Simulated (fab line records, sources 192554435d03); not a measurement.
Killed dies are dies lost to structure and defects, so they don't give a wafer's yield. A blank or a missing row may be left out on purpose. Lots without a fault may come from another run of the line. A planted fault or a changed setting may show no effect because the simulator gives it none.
fab line records | flow n5_finfet
record lots=7 wafers=21
route steps=1938 shown WELL_APT@36 PMOS_HMC_CHANNEL_EPI@63 FIN_SAQP@130 DUMMY_GATE@225 HKMG_FIN@390 GATE_CUT@466 MOL_CONTACT_COAG@581
start_h: hours from the record's first day to the start of the lot's first wafer shown | wait_h: hours since the lot's step before | " the same as in the row above | L1.1+2: a row that stands for several wafers | - no value, or no start given | * or withheld: withheld | < > ~ a bound
route shown NAME@n: a module of which the file shows steps, and the number in the route of the first | usual: mean/standard deviation of fault-free wafers | same: alike in all rows | chamber/n: place in a boat | sites: the reading at each site | _std_site: their standard deviation | _edge_site: outer sites' mean less inner sites' | radius_mm: how far each site lies from the wafer's centre | mask NAME#n: copy n | behind: the tool/chamber that last shaped the wafer | hold: why the lot was held/for how many hours/how that ended | device: the transistor (n, p or np) that didn't switch | end of line: the same wafers' tests at the end of the route | a step without rows: its recipe alone | killed: dies lost to structure and defects at the first sort, not the wafer's yield | map: a wafer's dies, x killed, . not, _ none there
set.NAME: the setting as run; set.NAME@STEP: as run at that earlier step | model.NAME: the simulator's own value behind a step, which no gauge read
lots whose settings were changed on purpose; a table a step, a row a wafer
## steps
# step N5_WELL_APT_COAT_19
# recipe spin_rpm=1357 resist_thk_nm=950
# columns lot.wafer tool chamber start_h wait_h set.spin_rpm model.coat_of_WELL_APT_COAT_19.thk_nm
L081.3 litho_track-04 0 - - 1470 915.5
L081.4 " 0 " " 1357 949.9
L081.6 " 0 " " 1470 914.5
L083.2 litho_track-04 0 - - 1317 962.1
L083.4 " 0 " " 1317 963.1
L083.6 " 0 " " 1317 964
L087.2 litho_track-04 0 - - 1246 997.4
L087.5 " 0 " " 1357 954.8
L087.6 " 0 " " 1357 951.2
L088.1 litho_track-04 0 - - 1357 951.7
L088.3 " 0 " " 1357 949.6
L088.5 " 0 " " 1357 949
L089.1 litho_track-04 0 - - 1357 949.5
L089.2 " 0 " " 1357 950
L089.5 " 0 " " 1357 952.9
L095.2 litho_track-04 0 - - 1404 936.8
L095.3 " 0 " " 1357 953.6
L095.4 " 0 " " 1357 951.9
L097.3 litho_track-04 0 - - 1310 969.1
L097.5 " 0 " " 1357 953.4
L097.6 " 0 " " 1357 952.2
# step N5_PMOS_HMC_CHANNEL_EPI_PEB_07
# recipe peb_temp_c=110 peb_time_s=60 resist=CAR-ArF-block
# columns lot.wafer tool chamber start_h wait_h set.peb_temp_c
L081.3+4+6 litho_track-02 0 59.35 0.0 110
L083.2+6 litho_track-02 0 71.73 0.0 110
L083.4 " 0 " " 107.2
L087.2+5 litho_track-05 0 95.28 0.0 110
L087.6 " 0 " " 107
L088.1+3+5 litho_track-05 0 101.35 0.1 110
L089.1+2 litho_track-05 0 107.46 0.1 113
L089.5 " 0 " " 110
L095.2+4 litho_track-05 0 142.97 0.0 110
L095.3 " 0 " " 113.6
L097.3+5 litho_track-03 0 155.54 0.0 110
L097.6 " 0 " " 106.9
# step N5_PMOS_HMC_CHANNEL_EPI_DEVELOP_08
# recipe develop_time_s=30 developer=TMAH resist=CAR-ArF-block dev_temp_c=23 rinse_liquid=diw dry=air_spin
# step N5_PMOS_HMC_CHANNEL_EPI_CD_MEAS_09
# recipe target_cd_nm=237.4 landing_energy_ev=500 detector=se_inlens
# usual cd_nm=237.3/1
# columns lot.wafer tool chamber start_h wait_h set.peb_temp_c@PMOS_HMC_CHANNEL_EPI_PEB_07 cd_nm
L081.3 cd_sem-02 0 59.41 - 110 237.1
L081.4 " 0 " " 110 237.5
L081.6 " 0 " " 110 237.0
L083.2 cd_sem-03 0 71.80 - 110 234.8
L083.4 " 0 " " 107.2 226.1
L083.6 " 0 " " 110 237.3
L087.2 cd_sem-02 0 95.35 - 110 237.9
L087.5 " 0 " " 110 237.8
L087.6 " 0 " " 107 227.4
L088.1 cd_sem-02 0 101.42 - 110 238.3
L088.3 " 0 " " 110 236.6
L088.5 " 0 " " 110 237.0
L089.1 cd_sem-03 0 107.53 - 113 244.7
L089.2 " 0 " " 113 246.1
L089.5 " 0 " " 110 237.5
L095.2 cd_sem-03 0 143.04 - 110 236.2
L095.3 " 0 " " 113.6 245.8
L095.4 " 0 " " 110 235.2
L097.3 cd_sem-02 0 155.60 - 110 238.6
L097.5 " 0 " " 110 238.4
L097.6 " 0 " " 106.9 226.8
# step N5_PMOS_HMC_CHANNEL_EPI_DESCUM_14
# recipe chemistry=O2 time_s=7.9 source_power_w=50 bias_power_w=20 pressure_mtorr=20 rf_frequency_hz=2.712e+07 temp_c=40 resist=CAR-ArF-block o2_flow_sccm=225
# columns lot.wafer tool chamber start_h wait_h set.peb_temp_c@PMOS_HMC_CHANNEL_EPI_PEB_07 model.PMOS_HMC_CHANNEL_EPI.cd_nm
L081.3 rie_diel-06 3 59.50 0.0 110 237.6
L081.4+6 " 1,2 " " 110 237.4
L083.2 rie_diel-03 1 71.88 0.0 110 234.7
L083.4 " 0 " " 107.2 226.3
L083.6 " 2 " " 110 237.1
L087.2 rie_diel-03 3 95.59 0.2 110 237.7
L087.5 " 2 " " 110 238
L087.6 " 3 " " 107 227.1
L088.1 rie_diel-03 2 101.51 0.0 110 238.2
L088.3 " 1 " " 110 236.8
L088.5 " 1 " " 110 236.7
L089.1 rie_diel-01 0 107.93 0.3 113 244.6
L089.2 " 1 " " 113 246.4
L089.5 " 3 " " 110 237.6
L095.2 rie_diel-06 1 143.15 0.1 110 236.3
L095.3 " 0 " " 113.6 245.7
L095.4 " 2 " " 110 235.8
L097.3 rie_diel-03 2 155.69 0.0 110 238.4
L097.5 " 2 " " 110 238.1
L097.6 " 3 " " 106.9 226.7
# step N5_PMOS_HMC_CHANNEL_EPI_ETCH_32
# recipe chemistry=N2/H2 target=BARC stop_on=SiO2 target_depth_a=858 over_etch_frac=0.3 time_s=50.3 ion_energy_ev=200 mask_material=CAR-ArF-block pressure_mtorr=30 source_w=840 bias_w=150 n2_flow_sccm=200 h2_flow_sccm=200
# columns lot.wafer tool chamber start_h wait_h set.peb_temp_c@PMOS_HMC_CHANNEL_EPI_PEB_07 model.PMOS_HMC_CHANNEL_EPI.cd_nm
L081.3 rie_diel-06 3 59.53 0.0 110 240.7
L081.4 " 1 " " 110 240.3
L081.6 " 2 " " 110 239.7
L083.2 rie_diel-03 1 71.92 0.0 110 237.5
L083.4 " 0 " " 107.2 229
L083.6 " 2 " " 110 239.8
L087.2 rie_diel-03 3 95.62 0.0 110 240.4
L087.5 " 2 " " 110 241.2
L087.6 " 3 " " 107 230.4
L088.1 rie_diel-03 2 101.54 0.0 110 241.1
L088.3 " 1 " " 110 239.8
L088.5 " 1 " " 110 239.5
L089.1 rie_diel-01 0 107.96 0.0 113 247.4
L089.2 " 1 " " 113 248.9
L089.5 " 3 " " 110 241.2
L095.2 rie_diel-06 1 143.19 0.0 110 239.2
L095.3 " 0 " " 113.6 248.1
L095.4 " 2 " " 110 238.6
L097.3 rie_diel-03 2 155.73 0.0 110 241.1
L097.5 " 2 " " 110 241.5
L097.6 " 3 " " 106.9 229.7
# step N5_PMOS_HMC_CHANNEL_EPI_HM_OPEN_15
# recipe chemistry=CHF3/O2 target=SiO2 mask_material=CAR-ArF-block target_depth_a=406 CHF3_flow_sccm=50 O2_flow_sccm=5 Ar_flow_sccm=200 time_s=20.3 pressure_mtorr=30 source_w=650 bias_w=170 ion_energy_ev=200
# columns lot.wafer tool chamber start_h wait_h set.peb_temp_c@PMOS_HMC_CHANNEL_EPI_PEB_07 model.PMOS_HMC_CHANNEL_EPI.cd_nm
L081.3 rie_diel-06 3 59.57 0.0 110 240.7
L081.4 " 1 " " 110 240.3
L081.6 " 2 " " 110 239.8
L083.2 rie_diel-03 1 71.96 0.0 110 237.5
L083.4 " 0 " " 107.2 229
L083.6 " 2 " " 110 239.8
L087.2 rie_diel-03 3 95.66 0.0 110 240.4
L087.5 " 2 " " 110 241.2
L087.6 " 3 " " 107 230.5
L088.1 rie_diel-03 2 101.59 0.0 110 241.1
L088.3 " 1 " " 110 239.8
L088.5 " 1 " " 110 239.5
L089.1 rie_diel-01 0 108.00 0.0 113 247.4
L089.2 " 1 " " 113 249
L089.5 " 3 " " 110 241.3
L095.2 rie_diel-06 1 143.23 0.0 110 239.3
L095.3 " 0 " " 113.6 248
L095.4 " 2 " " 110 238.6
L097.3 rie_diel-03 2 155.77 0.0 110 241.1
L097.5 " 2 " " 110 241.5
L097.6 " 3 " " 106.9 229.8
# step N5_FIN_SAQP_ETCH_65
# recipe chemistry=CF4 target=SiO2 target_depth_a=40 ion_energy_ev=350 time_s=4.4 pressure_mtorr=10 icp_w=800 bias_w=400 cf4_flow_sccm=80
# columns lot.wafer tool chamber start_h wait_h set.time_s model.etch.depth_nm
L081.3 rie_si-05 0 65.84 0.1 4.4 3.958
L081.4 " 1 " " 4.4 3.965
L081.6 " 0 " " 4.137 3.72
L083.2 rie_si-03 3 80.64 0.1 5.18 4.693
L083.4 " 0 " " 5.18 4.722
L083.6 " 2 " " 4.4 3.952
L087.2 rie_si-05 0 104.27 0.1 3.624 3.282
L087.5 " 0 " " 4.4 3.977
L087.6 " 3 " " 4.4 3.982
L088.1 rie_si-05 2 109.24 0.1 4.4 3.982
L088.3 " 3 " " 4.4 3.953
L088.5 " 0 " " 4.4 4.051
L089.1 rie_si-03 2 115.01 0.1 4.4 3.955
L089.2 " 3 " " 4.4 4.035
L089.5 " 1 " " 4.4 4.074
L095.2 rie_si-03 3 150.00 0.1 3.959 3.596
L095.3 " 0 " " 3.959 3.641
L095.4 " 2 " " 3.959 3.577
L097.3 rie_si-03 1 163.35 0.1 4.4 4.021
L097.5 " 1 " " 4.973 4.538
L097.6 " 0 " " 4.973 4.507
# step N5_DUMMY_GATE_COAT_09
# recipe resist=CAR-EUV spin_rpm=1500 resist_thk_nm=30
# columns lot.wafer tool chamber start_h wait_h set.spin_rpm model.CAR-EUV_of_DUMMY_GATE_COAT_09.thk_nm
L081.3+4+6 litho_track-04 0 - - 1500 30
L083.2+4+6 litho_track-02 0 - - 1500 30
L087.2+6 litho_track-04 0 - - 1500 30
L087.5 " 0 " " 1560 29.4
L088.1+5 litho_track-02 0 - - 1500 30
L088.3 " 0 " " 1500 29.8
L089.1 litho_track-05 0 - - 1379 31.2
L089.2+5 " 0 " " 1500 30
L095.2+3+4 litho_track-04 0 - - 1500 30
L097.3+6 litho_track-04 0 - - 1500 30
L097.5 " 0 " " 1620 29
# step N5_DUMMY_GATE_EBR_11
# recipe solvent=PGMEA ebr_width_mm=1.5
# step N5_DUMMY_GATE_SOFTBAKE_10
# recipe temp_c=110 time_s=60 resist=CAR-EUV
# step N5_DUMMY_GATE_EXPOSE_12
# recipe mask_id=GATE na=0.33 source_shape=annular sigma_inner=0.2 sigma_outer=0.6 polarization=unpolarized target_cd_nm=25 dose_mj=34
# step N5_DUMMY_GATE_PEB_13
# recipe peb_temp_c=100 peb_time_s=60 resist=CAR-EUV
# step N5_DUMMY_GATE_DEVELOP_14
# recipe develop_time_s=30 developer=TMAH resist=CAR-EUV rinse_liquid=surfactant_rinse dry=air_spin dev_temp_c=23
# columns lot.wafer tool chamber start_h wait_h set.spin_rpm@DUMMY_GATE_COAT_09 model.CAR-EUV_of_DUMMY_GATE_COAT_09.thk_nm
L081.3+6 litho_track-04 0 - - 1500 29.6
L081.4 " 0 " " 1500 29.4
L083.2+6 litho_track-04 0 - - 1500 29.6
L083.4 " 0 " " 1500 29.4
L087.2+6 litho_track-05 0 - - 1500 29.6
L087.5 " 0 " " 1560 29
L088.1+3+5 litho_track-05 0 - - 1500 29.4
L089.1 litho_track-05 0 - - 1379 30.8
L089.2 " 0 " " 1500 29.4
L089.5 " 0 " " 1500 29.6
L095.2 litho_track-05 0 - - 1500 29.4
L095.3+4 " 0 " " 1500 29.6
L097.3+6 litho_track-02 0 - - 1500 29.6
L097.5 " 0 " " 1620 28.4
# step N5_DUMMY_GATE_DESCUM_20
# recipe chemistry=O2 time_s=6.2 source_power_w=50 bias_power_w=20 pressure_mtorr=20 rf_frequency_hz=2.712e+07 temp_c=40 resist=CAR-EUV o2_flow_sccm=225
# columns lot.wafer tool chamber start_h wait_h set.spin_rpm@DUMMY_GATE_COAT_09 model.CAR-EUV_of_DUMMY_GATE_COAT_09.thk_nm
L081.3+4+6 rie_diel-03 2,0,0 88.71 0.0 1500 26.4
L083.2+4 rie_diel-01 0,2 106.00 0.0 1500 26.4
L083.6 " 2 " " 1500 26.6
L087.2 rie_diel-01 0 126.50 0.4 1500 26.4
L087.5 " 0 " " 1560 25.8
L087.6 " 3 " " 1500 26.6
L088.1+5 rie_diel-03 2,1 130.73 0.0 1500 26.4
L088.3 " 3 " " 1500 26.2
L089.1 rie_diel-01 1 136.16 0.2 1379 27.8
L089.2+5 " 3,1 " " 1500 26.4
L095.2+3 rie_diel-01 1,3 171.08 0.1 1500 26.4
L095.4 " 2 " " 1500 26.6
L097.3 rie_diel-03 1 190.34 0.0 1500 26.6
L097.5 " 1 " " 1620 25.4
L097.6 " 0 " " 1500 26.4
# step N5_HKMG_FIN_COAT_41
# recipe resist=SOC temp_c=250 time_s=60 spin_rpm=1500 resist_thk_nm=300
# columns lot.wafer tool chamber start_h wait_h set.spin_rpm model.SOC_of_HKMG_FIN_COAT_41.thk_nm
L081.3 litho_track-05 0 113.08 - 1500 299.4
L081.4 " 0 " " 1500 299.2
L081.6 " 0 " " 1500 299.8
L083.2 litho_track-05 0 130.36 - 1619 288.2
L083.4 " 0 " " 1500 299.2
L083.6 " 0 " " 1619 288
L087.2 litho_track-01 0 150.67 - 1500 300.4
L087.5 " 0 " " 1605 289.8
L087.6 " 0 " " 1500 300.6
L088.1+3 litho_track-03 0 155.43 - 1500 300.6
L088.5 " 0 " " 1500 300
L089.1 litho_track-01 0 161.38 - 1500 298.4
L089.2 " 0 " " 1384 310.6
L089.5 " 0 " " 1500 299
L095.2+3 litho_track-01 0 198.39 - 1381 313.2
L095.4 " 0 " " 1500 300.4
L097.3 litho_track-05 0 214.78 - 1429 307.8
L097.5 " 0 " " 1429 308.6
L097.6 " 0 " " 1500 300.2
# step N5_HKMG_FIN_ETCH_54
# recipe chemistry=CF4 target=SiARC target_depth_a=455 mask_material=CAR-ArF time_s=75.8 ion_energy_ev=80 pressure_mtorr=40 source_w=545 bias_w=36 Ar_flow_sccm=100 cf4_flow_sccm=100 ends=cleared
# usual etch_rf_on_time_s=76.0/0.91 rf_vpp_V=184.1/1.3
# columns lot.wafer tool chamber start_h wait_h set.source_w etch_rf_on_time_s rf_vpp_V
L081.3 rie_diel-02 1 113.44 0.0 545 76.3 184.2
L081.4 " 0 " " 545 76.4 184.5
L081.6 " 1 " " 590.1 70.1 181.2
L083.2 rie_diel-04 2 130.85 0.0 643.1 65.0 174.4
L083.4 " 3 " " 545 76.3 184.4
L083.6 " 2 " " 545 75.9 184.5
L087.2 rie_diel-05 0 151.16 0.0 545 75.1 185.2
L087.5 " 1 " " 545 77.2 183.2
L087.6 " 0 " " 545 75.6 183.6
L088.1 rie_diel-02 3 155.93 0.0 545 78.4 183.4
L088.3 " 1 " " 545 75.8 184.3
L088.5 " 2 " " 545 75.9 185.6
L089.1 rie_diel-04 2 162.33 0.0 545 76.4 183.8
L089.2 " 3 " " 545 76.8 187.1
L089.5 " 1 " " 545 75.9 184.1
L095.2 rie_diel-04 1 198.88 0.0 545 75.8 183.4
L095.3 " 0 " " 545 74.1 186.4
L095.4 " 3 " " 545 76.2 184.1
L097.3 rie_diel-05 3 215.27 0.0 545 76.8 183.9
L097.5 " 1 " " 545 75.7 186.7
L097.6 " 0 " " 545 75.5 185.1
# step N5_HKMG_FIN_ETCH_55
# recipe chemistry=N2/H2 target=SOC target_depth_a=2400 temp_c=40 time_s=300 ion_energy_ev=200 mask_material=SiARC pressure_mtorr=30 source_w=840 bias_w=150 n2_flow_sccm=200 h2_flow_sccm=200
# step N5_HKMG_FIN_STRIP_56
# recipe chemistry=N2/H2 temp_c=40 n2_flow_sccm=200 h2_flow_sccm=200 rf_frequency_hz=6e+07
# step N5_HKMG_FIN_STRIP_57
# recipe chemistry=CF4 resist=SiARC power_w=300 bias_power_w=75 pressure_mtorr=50 cf4_flow_sccm=150 rf_frequency_hz=6e+07
# step N5_HKMG_FIN_ETCH_58
# recipe chemistry=N2/H2 target=SOC target_depth_a=2158 ion_energy_ev=50 bias_w=13 time_s=741 pressure_mtorr=30 source_w=875 n2_flow_sccm=200 h2_flow_sccm=200
# columns lot.wafer tool chamber start_h wait_h set.spin_rpm@HKMG_FIN_COAT_41 model.SOC_of_HKMG_FIN_COAT_41.thk_nm
L081.3 rie_diel-02 1 113.71 0.0 1500 81.6
L081.4 " 0 " " 1500 81.4
L081.6 " 1 " " 1500 83
L083.2 rie_diel-04 2 131.12 0.0 1619 72.6
L083.4 " 3 " " 1500 85
L083.6 " 2 " " 1619 73.8
L087.2 rie_diel-05 0 151.43 0.0 1500 84.4
L087.5 " 1 " " 1605 78.2
L087.6 " 0 " " 1500 85.2
L088.1 rie_diel-02 3 156.20 0.0 1500 88.2
L088.3 " 1 " " 1500 82.8
L088.5 " 2 " " 1500 83.2
L089.1 rie_diel-04 2 162.60 0.0 1500 84
L089.2 " 3 " " 1384 96.8
L089.5 " 1 " " 1500 82.4
L095.2 rie_diel-04 1 199.15 0.0 1381 96.2
L095.3 " 0 " " 1381 89.4
L095.4 " 3 " " 1500 86.2
L097.3 rie_diel-05 3 215.54 0.0 1429 93.6
L097.5 " 1 " " 1429 90.6
L097.6 " 0 " " 1500 84.2
# step N5_GATE_CUT_ETCH_56
# recipe chemistry=Cl2/Ar target=TiN target_depth_a=216 pressure_mtorr=10 icp_w=600 bias_w=60 Cl2_flow_sccm=40 Ar_flow_sccm=60
# columns lot.wafer tool chamber start_h wait_h set.icp_w model.etch.depth_nm
L081.3 rie_metal-03 1 121.85 0.1 600 21.65
L081.4 " 0 " " 503.7 18.3
L081.6 " 1 " " 600 21.6
L083.2 rie_metal-03 1 139.23 0.1 600 21.48
L083.4 " 1 " " 600 21.54
L083.6 " 1 " " 568.9 20.43
L087.2 rie_metal-02 1 159.64 0.1 496.1 18.68
L087.5 " 1 " " 600 22.12
L087.6 " 0 " " 600 21.92
L088.1 rie_metal-03 0 163.90 0.1 600 21.57
L088.3 " 1 " " 600 21.88
L088.5 " 1 " " 600 21.68
L089.1 rie_metal-01 1 170.34 0.1 600 22.22
L089.2 " 0 " " 600 22.08
L089.5 " 1 " " 600 22.19
L095.2 rie_metal-02 0 206.88 0.1 600 21.41
L095.3 " 1 " " 508.5 18.89
L095.4 " 0 " " 600 21.34
L097.3 rie_metal-02 0 223.39 0.2 600 21.49
L097.5 " 0 " " 556.2 19.96
L097.6 " 0 " " 600 21.36
# step N5_GATE_CUT_ALD_22
# recipe material=SiNx target_thk_a=160 temp_c=400 ald_precursor_family=SiH2I2 ald_co_reactant=N2/H2-plasma pulse_time_s=1 ald_cycles=320 purge_time_s=2 co_reactant_purge_time_s=2 pressure_torr=2
# columns lot.wafer tool chamber start_h wait_h set.ald_cycles model.SiNx_of_GATE_CUT_ALD_22.thk_nm
L081.3 ald_sin-04 3 126.68 0.0 351 17.6
L081.4+6 " 2,1 " " 320 16
L083.2+4 ald_sin-01 1,0 143.98 0.4 320 16
L083.6 " 3 " " 273 13.6
L087.2+5+6 ald_sin-01 3,3,0 164.82 0.7 320 16
L088.1 ald_sin-01 3 169.06 0.0 320 16
L088.3+5 " 1,3 " " 320 16.2
L089.1 ald_sin-01 1 174.86 0.0 368 18.4
L089.2+5 " 2,0 " " 320 16
L095.2+4 ald_sin-01 1,0 211.31 0.1 320 16
L095.3 " 3 " " 368 18.4
L097.3+6 ald_sin-04 3 228.22 0.0 320 16
L097.5 " 0 " " 348 17.4
# step N5_GATE_CUT_CMP_23
# recipe stop_on=SiO2 t_overpolish_s=23.4 post_cmp_clean=alkaline_brush down_force_psi=2.5 platen_rpm=51.8 pad_velocity_m_s=1.0307 target_thk_nm=16
# columns lot.wafer tool chamber start_h wait_h set.ald_cycles@GATE_CUT_ALD_22 model.SiNx_of_GATE_CUT_ALD_22.thk_nm
L081.3 cmp-01 3 128.17 0.8 351 16.8
L081.4+6 " 2,3 " " 320 16
L083.2+4 cmp-01 0,1 145.54 0.8 320 16
L083.6 " 2 " " 273 13.6
L087.2+5+6 cmp-03 2,0,1 166.38 0.8 320 16
L088.1 cmp-01 0 170.56 0.8 320 16
L088.3+5 " 1 " " 320 16.2
L089.2+5 cmp-03 2,3 176.35 0.8 320 16
L089.1 " 0 " " 368 16.4
L095.4+2 cmp-03 1,2 212.80 0.8 320 16
L095.3 " 0 " " 368 15.4
L097.3+6 cmp-01 1,3 229.82 0.9 320 16
L097.5 " 2 " " 348 16.8
# step N5_MOL_CONTACT_COAG_ETCH_91
# recipe chemistry=N2/H2 target=SOC target_depth_a=600 overetch_a=210 mask_material=SiARC temp_c=40 time_s=101.2 ion_energy_ev=200 pressure_mtorr=30 source_w=840 bias_w=150 n2_flow_sccm=200 h2_flow_sccm=200
# usual rf_vpp_V=524.3/2.9
# columns lot.wafer tool chamber start_h wait_h set.source_w rf_vpp_V
L081.3 rie_diel-04 3 140.19 0.0 789.8 536.0
L081.4 " 1 " " 840 523.0
L081.6 " 3 " " 840 526.4
L083.2 rie_diel-05 3 159.40 0.0 840 526.3
L083.4 " 0 " " 840 526.6
L083.6 " 2 " " 840 528.2
L087.2 rie_diel-04 0 179.75 0.0 906.6 515.7
L087.5 " 0 " " 906.6 516.6
L087.6 " 1 " " 906.6 510.1
L088.1 rie_diel-04 2 181.52 0.0 840 523.1
L088.3 " 1 " " 840 521.1
L088.5 " 2 " " 840 522.7
L089.1 rie_diel-04 3 188.71 0.0 840 524.4
L089.2 " 2 " " 920.5 508.3
L089.5 " 2 " " 920.5 506.7
L095.2 rie_diel-04 0 223.25 0.0 908.6 515.7
L095.3 " 1 " " 908.6 508.8
L095.4 " 0 " " 840 528.4
L097.3 rie_diel-02 0 241.49 0.0 840 521.6
L097.5 " 1 " " 902.4 514.0
L097.6 " 0 " " 902.4 508.1
## key
split step=N5_WELL_APT_COAT_19 setting=spin_rpm stated=1357 by=wafer
response step=N5_WELL_APT_COAT_19 reading=model.coat_of_WELL_APT_COAT_19.thk_nm change=-4.78 per=1% r=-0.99
split step=N5_PMOS_HMC_CHANNEL_EPI_PEB_07 setting=peb_temp_c stated=110 by=wafer
response step=N5_PMOS_HMC_CHANNEL_EPI_CD_MEAS_09 reading=cd_nm change=+3.53 per=1% r=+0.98
response step=N5_PMOS_HMC_CHANNEL_EPI_DESCUM_14 reading=model.PMOS_HMC_CHANNEL_EPI.cd_nm change=+3.49 per=1% r=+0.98
response step=N5_PMOS_HMC_CHANNEL_EPI_ETCH_32 reading=model.PMOS_HMC_CHANNEL_EPI.cd_nm change=+3.35 per=1% r=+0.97
response step=N5_PMOS_HMC_CHANNEL_EPI_HM_OPEN_15 reading=model.PMOS_HMC_CHANNEL_EPI.cd_nm change=+3.34 per=1% r=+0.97
split step=N5_FIN_SAQP_ETCH_65 setting=time_s stated=4.4 by=wafer
response step=N5_FIN_SAQP_ETCH_65 reading=model.etch.depth_nm change=+0.0405 per=1% r=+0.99
split step=N5_DUMMY_GATE_COAT_09 setting=spin_rpm stated=1500 by=wafer
response step=N5_DUMMY_GATE_COAT_09 reading=model.CAR-EUV_of_DUMMY_GATE_COAT_09.thk_nm change=-0.138 per=1% r=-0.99
response step=N5_DUMMY_GATE_DEVELOP_14 reading=model.CAR-EUV_of_DUMMY_GATE_COAT_09.thk_nm change=-0.155 per=1% r=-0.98
response step=N5_DUMMY_GATE_DESCUM_20 reading=model.CAR-EUV_of_DUMMY_GATE_COAT_09.thk_nm change=-0.158 per=1% r=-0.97
split step=N5_HKMG_FIN_COAT_41 setting=spin_rpm stated=1500 by=wafer
response step=N5_HKMG_FIN_COAT_41 reading=model.SOC_of_HKMG_FIN_COAT_41.thk_nm change=-1.53 per=1% r=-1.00
response step=N5_HKMG_FIN_ETCH_58 reading=model.SOC_of_HKMG_FIN_COAT_41.thk_nm change=-1.3 per=1% r=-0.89
split step=N5_HKMG_FIN_ETCH_54 setting=source_w stated=545 by=wafer
response step=N5_HKMG_FIN_ETCH_54 reading=etch_rf_on_time_s change=* per=1% r=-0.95
response step=N5_HKMG_FIN_ETCH_54 reading=rf_vpp_V change=-0.527 per=1% r=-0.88
split step=N5_GATE_CUT_ETCH_56 setting=icp_w stated=600 by=wafer
response step=N5_GATE_CUT_ETCH_56 reading=model.etch.depth_nm change=+0.19 per=1% r=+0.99
split step=N5_GATE_CUT_ALD_22 setting=ald_cycles stated=320 by=wafer
response step=N5_GATE_CUT_ALD_22 reading=model.SiNx_of_GATE_CUT_ALD_22.thk_nm change=+0.161 per=1% r=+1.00
response step=N5_GATE_CUT_CMP_23 reading=model.SiNx_of_GATE_CUT_ALD_22.thk_nm shape=bent at_lowest=13.6 at_stated=16.02 at_highest=15.9
split step=N5_MOL_CONTACT_COAG_ETCH_91 setting=source_w stated=840 by=wafer
response step=N5_MOL_CONTACT_COAG_ETCH_91 reading=rf_vpp_V change=-1.76 per=1% r=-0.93
